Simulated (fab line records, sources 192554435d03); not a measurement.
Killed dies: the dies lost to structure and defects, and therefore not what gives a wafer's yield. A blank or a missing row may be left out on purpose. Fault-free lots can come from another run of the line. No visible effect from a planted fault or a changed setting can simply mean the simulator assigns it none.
Comparing a struck lot with a sound one ; flow n5Finfet ; 15 out of 1938 route steps
Sound: these wafers, L904.2, L904.4, L904.6. Struck: wafers L909.3, L909.5. (L909.6 of the same lot was not struck and is left out.) The cause comes at the end.
Order at every step that has rows: each side's tool, ch and its chambers, its first start. Under that, the readings that differ: sound wafers ; struck wafers ; difference of the means ; sigmas: that difference in standard deviations of wafers without a fault.
alike: words and numbers the same on both sides, and readings whose means are apart by under 2 such deviations; not compared: readings that were withheld, readings missing a value for some wafer, numbers with overlapping values and no deviation given by the record, and bounds like >300 which may hide the same value.
A row with sigmas, a row that says differs or no value, or rows on one side alone: a step with any of these is where the two part. Numbers that have no deviation but don't overlap get no sigmas and don't part them. A reading that every wafer of one side lacks parts them only if that side has two wafers or more.

first, 7 steps without rows for these wafers: N5_PASSIVATION_COAT_04; N5_PASSIVATION_EBR_06; N5_PASSIVATION_SOFTBAKE_05 (time 90 s); N5_PASSIVATION_EXPOSE_07 (exposes mask TV, defocus 0 nm, target cd 3000 nm); N5_PASSIVATION_PEB_08; N5_PASSIVATION_DEVELOP_09 (develop time 60 s); N5_PASSIVATION_HARDBAKE_11 (time 120 s).
N5_PASSIVATION_CD_MEAS_10 targets a cd of 3000 nm.
  sound on cdSem-03 ch 0, day 12 23:04; struck on cdSem-01 ch 0, day 14 12:47
  alike: cdNm
N5_PASSIVATION_OVL_MEAS_60:
  sound on overlay-01 ch 0, day 12 23:05; struck on overlay-01 ch 0, day 14 12:49
  alike: TV_OVL
N5_PASSIVATION_INSPECT_61: inspects for defects (macro).
  sound: defectInspect-02 at day 12 23:07; struck: defectInspect-02 at day 14 12:50
  alike: rawDefectCount
N5_PASSIVATION_DESCUM_12: chemistry O2, time 7.9 s.
  sound on rieDiel-01 ch 0,1,3, day 12 23:18; struck on rieDiel-01 ch 2, day 14 12:57
  alike: chamberPressureMTorr, drypumpMotorCurrentA, oesProductAu, rfVppV, showerheadPlenumPTorr, throttleValvePct
  not compared: rfHoursCounterH
N5_PASSIVATION_PASS_ETCH_74: etches SiNx in CF4/O2, target depth 220 nm, time 110 s.
  sound on rieDiel-01 ch 0,1,3, day 12 23:22; struck on rieDiel-01 ch 2, day 14 13:01
  alike: O2_flow_sccm, chamberPressureMTorr, drypumpMotorCurrentA, oesProductAu, rfVppV, showerheadPlenumPTorr, throttleValvePct
  not compared: rfHoursCounterH
N5_PASSIVATION_VIA_ETCH_13: etches SiO2 in CHF3/O2, target depth 660 nm, time 330 s.
  sound on rieDiel-01 ch 0,1,3, day 12 23:28; struck on rieDiel-01 ch 2, day 14 13:06
reading;sound;struck;difference;sigmas
etchRfOnTimeS (s);229 230 232;141 142;-89;-21
oesProductAu (a.u.);0.67 0.82 0.73;0.98 0.99;+0.24;+3
showerheadPlenumPTorr (Torr);2.41 2.46 2.43;2.33 2.33;-0.10;-2
  alike: O2_flow_sccm, chamberPressureMTorr, drypumpMotorCurrentA, rfVppV, throttleValvePct
  not compared: rfHoursCounterH
N5_PASSIVATION_STRIP_14: strips in O2.
  sound on rieDiel-01 ch 0,1,3, day 12 23:39; struck on rieDiel-01 ch 2, day 14 13:18
  alike: chamberPressureMTorr, drypumpMotorCurrentA, oesProductAu, rfVppV, showerheadPlenumPTorr, throttleValvePct
  not compared: rfHoursCounterH
next, for these wafers, 1 step has no rows: N5_PASSIVATION_PROBE_49.

WHERE THEY PART
Only at N5_PASSIVATION_VIA_ETCH_13, within this record. Later steps at which nothing parts them and some readings are alike: N5_PASSIVATION_STRIP_14.

WHY: what had been put in by the simulator
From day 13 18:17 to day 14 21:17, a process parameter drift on rieDiel-01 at N5_PASSIVATION_VIA_ETCH_13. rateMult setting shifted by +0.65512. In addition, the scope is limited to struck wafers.
